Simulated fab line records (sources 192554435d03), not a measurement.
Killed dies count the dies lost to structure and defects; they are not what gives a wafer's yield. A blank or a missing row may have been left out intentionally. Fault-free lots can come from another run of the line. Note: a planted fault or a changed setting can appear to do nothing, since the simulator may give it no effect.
The tool behind it: which one? -- flow n5Finfet -- 72 wafers from 24 lots sampled at 2 of the route's 1938 steps

== WHAT THE GAUGES READ, wafer by wafer ==
N5_BEOL_M15_OVL_MEAS_29. Usual: M15_OVL -2 nm, standard deviation 4.2.
lot,measured,on,M15_OVL (nm),flag
L076,day 11 03:49,overlay-01,-1 -1 -1,
L075,day 11 05:14,overlay-01,-10 -1 -6,
L074,day 11 13:44,overlay-02,6 1 3,
L077,day 11 20:30,overlay-02,-1 -1 1,
L078,day 12 10:52,overlay-02,-7 -8 -9,
L079,day 12 11:02,overlay-02,-3 -1 -5,
L080,day 13 00:32,overlay-02,-4 -7 -15,
L081,day 13 07:04,overlay-01,2 -5 5,
L083,day 13 21:44,overlay-01,-2 6 -1,
L084,day 14 02:57,overlay-02,5 -4 -6,
L082,day 14 03:29,overlay-02,-2 -7 0,
L085,day 14 09:05,overlay-01,2 -4 1,
L086,day 14 15:45,overlay-01,-7 -4 -5,
L087,day 15 00:45,overlay-01,-5 -11 -3,
L088,day 15 05:13,overlay-02,-8 -2 0,
L089,day 15 09:46,overlay-01,-7 0 -5,
L090,day 15 10:43,overlay-02,3 2 0,
L091,day 15 11:23,overlay-02,-2 0 -7,
L092,day 16 00:08,overlay-01,2 4 2,
L094,day 16 15:44,overlay-02,4 4 -4,
L093,day 16 16:34,overlay-02,2 9 6,
L097,day 17 02:46,overlay-01,7 10 0,
L096,day 17 17:35,overlay-02,1 0 -3,
L095,day 17 17:58,overlay-02,-1 -2 -5,

== TOOL THAT RAN EACH LOT (tool first, then ch and the chambers of the sampled wafers, then the start) ==
lot,N5_BEOL_M15_STRIP_63
L076,"rieDiel-04 ch 0,1,2, day 11 03:49 or earlier"
L075,"rieDiel-05 ch 0,1,2, day 11 05:14 or earlier"
L074,"rieDiel-05 ch 0,1, day 11 13:44 or earlier"
L077,"rieDiel-05 ch 0,1,2, day 11 20:30 or earlier"
L078,"rieDiel-04 ch 1,3, day 12 10:52 or earlier"
L079,"rieDiel-03 ch 0,2,3, day 12 11:02 or earlier"
L080,"rieDiel-04 ch 1,2,3, day 13 00:32 or earlier"
L081,"rieDiel-03 ch 0,3, day 13 07:04 or earlier"
L083,"rieDiel-03 ch 0,1,2, day 13 21:44 or earlier"
L084,"rieDiel-04 ch 0,2, day 14 02:57 or earlier"
L082,"rieDiel-03 ch 0,2, day 14 03:29 or earlier"
L085,"rieDiel-03 ch 1,2,3, day 14 09:05 or earlier"
L086,"rieDiel-05 ch 1,2,3, day 14 15:45 or earlier"
L087,"rieDiel-04 ch 1,3, day 15 00:45 or earlier"
L088,"rieDiel-05 ch 2,3, day 15 05:13 or earlier"
L089,"rieDiel-03 ch 0,2,3, day 15 09:46 or earlier"
L090,"rieDiel-03 ch 2,3, day 15 10:43 or earlier"
L091,"rieDiel-03 ch 1,2,3, day 15 11:23 or earlier"
L092,"rieDiel-05 ch 0,1,2, day 16 00:08 or earlier"
L094,"rieDiel-05 ch 1,3, day 16 15:44 or earlier"
L093,"rieDiel-04 ch 0,1,2, day 16 16:34 or earlier"
L097,"rieDiel-04 ch 2,3, day 17 02:46 or earlier"
L096,"rieDiel-03 ch 1,2,3, day 17 17:35 or earlier"
L095,"rieDiel-04 ch 1,2, day 17 17:58 or earlier"
- N5_BEOL_M15_STRIP_63: strips in O2.

== WHAT THE TOOLS THEMSELVES READ (means of the sampled wafers that have a number; where no wafer has one, the mark that the record gives instead) ==
N5_BEOL_M15_STRIP_63. Usual: drypumpMotorCurrentA 5.8 A, standard deviation 0.31; oesProductAu 0.78 a.u., standard deviation 0.072; rfVppV 3.6 V, standard deviation 0.79; showerheadPlenumPTorr 2.12 Torr, standard deviation 0.069; throttleValvePct 16.67 %, standard deviation 0.26.
lot,tool,drypumpMotorCurrentA (A),oesProductAu (a.u.),rfVppV (V),showerheadPlenumPTorr (Torr),throttleValvePct (%),flag
L076,rieDiel-04,5.9,0.82,3.6,2.13,16.39,
L075,rieDiel-05,6.1,0.78,3.5,2.15,16.71,
L074,rieDiel-05,5.8,0.81,4.0,2.13,16.54,
L077,rieDiel-05,6.1,0.77,3.4,2.15,16.72,
L078,rieDiel-04,5.6,0.86,3.4,2.02,16.37,
L079,rieDiel-03,5.5,0.84,4.2,2.12,16.60,
L080,rieDiel-04,5.8,0.79,3.9,2.05,16.42,
L081,rieDiel-03,5.4,0.87,4.4,2.13,16.55,
L083,rieDiel-03,5.5,0.77,3.1,2.13,16.79,
L084,rieDiel-04,6.0,0.73,3.8,2.16,16.46,
L082,rieDiel-03,5.3,0.79,3.2,2.11,16.67,
L085,rieDiel-03,5.7,0.76,4.8,2.12,16.83,
L086,rieDiel-05,6.0,0.78,3.7,2.16,16.82,
L087,rieDiel-04,5.6,0.76,3.0,1.97,16.57,
L088,rieDiel-05,6.3,0.74,3.8,2.19,17.00,
L089,rieDiel-03,5.4,0.81,3.8,2.11,16.66,
L090,rieDiel-03,5.6,0.77,3.3,2.10,16.73,
L091,rieDiel-03,5.7,0.75,3.7,2.12,16.86,
L092,rieDiel-05,6.0,0.75,3.0,2.14,16.78,
L094,rieDiel-05,6.0,0.79,3.7,2.17,16.69,
L093,rieDiel-04,5.9,0.76,3.5,2.12,16.48,
L097,rieDiel-04,5.7,0.71,3.6,2.00,16.63,
L096,rieDiel-03,5.7,0.84,4.4,2.12,16.72,
L095,rieDiel-04,6.0,0.78,4.3,2.11,16.34,

== THE ANSWER, worked out from the rows above alone ==
Rule: a lot is off if the mean of its wafers that have a number lies more than 3 standard deviations from the usual mean. A lot without any number at a reading at which 4 lots or more have one is off too. Where the step has rows for the other lots, those lots are counted as sound. Order of review: gauges by route order, followed by the tools' own readings, for which a lot's mean as printed above is used. At the first step where some lot is off, the reading lying furthest off is the one used; lots without a number count as furthest.
Nothing can be told from this: no lot is off at any reading shown.

== WHAT THE SIMULATOR HAD INSERTED ==
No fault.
